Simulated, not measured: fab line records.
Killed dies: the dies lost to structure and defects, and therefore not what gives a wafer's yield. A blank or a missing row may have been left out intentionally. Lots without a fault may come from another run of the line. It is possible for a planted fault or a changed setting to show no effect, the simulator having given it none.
Chamber matching || flow n5_finfet || N5_BEOL_M4_STRIP_66 on rie_diel-06 has 4 sister chambers
The step strips in CF4. 4 wafers are shown with their chamber, then 11 later ones without.

EACH WAFER AND ITS CHAMBER
{"wafer": "L080.6", "chamber": 2, "showerhead_plenum_p_Torr (Torr)": 1.82}
{"wafer": "L092.4", "chamber": 0, "showerhead_plenum_p_Torr (Torr)": 1.74}
{"wafer": "L092.5", "chamber": 1, "showerhead_plenum_p_Torr (Torr)": 1.84}
{"wafer": "L091.1", "chamber": 3, "showerhead_plenum_p_Torr (Torr)": 1.80}

WAFERS WHOSE CHAMBER IS MISSING
{"wafer": "L091.2", "showerhead_plenum_p_Torr (Torr)": 1.84}
{"wafer": "L091.6", "showerhead_plenum_p_Torr (Torr)": 1.80}
{"wafer": "L093.2", "showerhead_plenum_p_Torr (Torr)": 1.84}
{"wafer": "L093.4", "showerhead_plenum_p_Torr (Torr)": 1.74}
{"wafer": "L093.5", "showerhead_plenum_p_Torr (Torr)": 1.74}
{"wafer": "L096.1", "showerhead_plenum_p_Torr (Torr)": 1.79}
{"wafer": "L096.2", "showerhead_plenum_p_Torr (Torr)": 1.84}
{"wafer": "L096.3", "showerhead_plenum_p_Torr (Torr)": 1.74}
{"wafer": "L097.1", "showerhead_plenum_p_Torr (Torr)": 1.79}
{"wafer": "L097.2", "showerhead_plenum_p_Torr (Torr)": 1.81}
{"wafer": "L097.6", "showerhead_plenum_p_Torr (Torr)": 1.83}

EACH ONE'S CHAMBER
{"wafer": "L091.2", "from the rows above": 1, "in truth": 1}
{"wafer": "L091.6", "from the rows above": 3, "in truth": 3}
{"wafer": "L093.2", "from the rows above": 1, "in truth": 1}
{"wafer": "L093.4", "from the rows above": 0, "in truth": 0}
{"wafer": "L093.5", "from the rows above": 0, "in truth": 0}
{"wafer": "L096.1", "from the rows above": 3, "in truth": 3}
{"wafer": "L096.2", "from the rows above": 1, "in truth": 1}
{"wafer": "L096.3", "from the rows above": 0, "in truth": 0}
{"wafer": "L097.1", "from the rows above": 3, "in truth": 3}
{"wafer": "L097.2", "from the rows above": "can't be placed: 2 or 3", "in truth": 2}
{"wafer": "L097.6", "from the rows above": "can't be placed: 1 or 2", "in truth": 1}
Correct placement for 9 of the 11. From these rows, 2 cannot be placed; in 2 the true chamber is one of the candidates. Number placed wrongly: 0.
How it was worked out, from the rows above alone: a wafer's distance from a chamber is the root of the sum, over the readings, of the square of ((its reading less the chamber's mean) divided by the reading's scatter). If the next closest chamber is less than 2 further off than the closest, the wafer can't be placed; otherwise it belongs to the closest. A chamber's mean is the mean of its shown wafers. The scatter (one wafer shown for each chamber): square how far every hidden wafer sits from the nearest shown wafer, average those squares and take the square root.
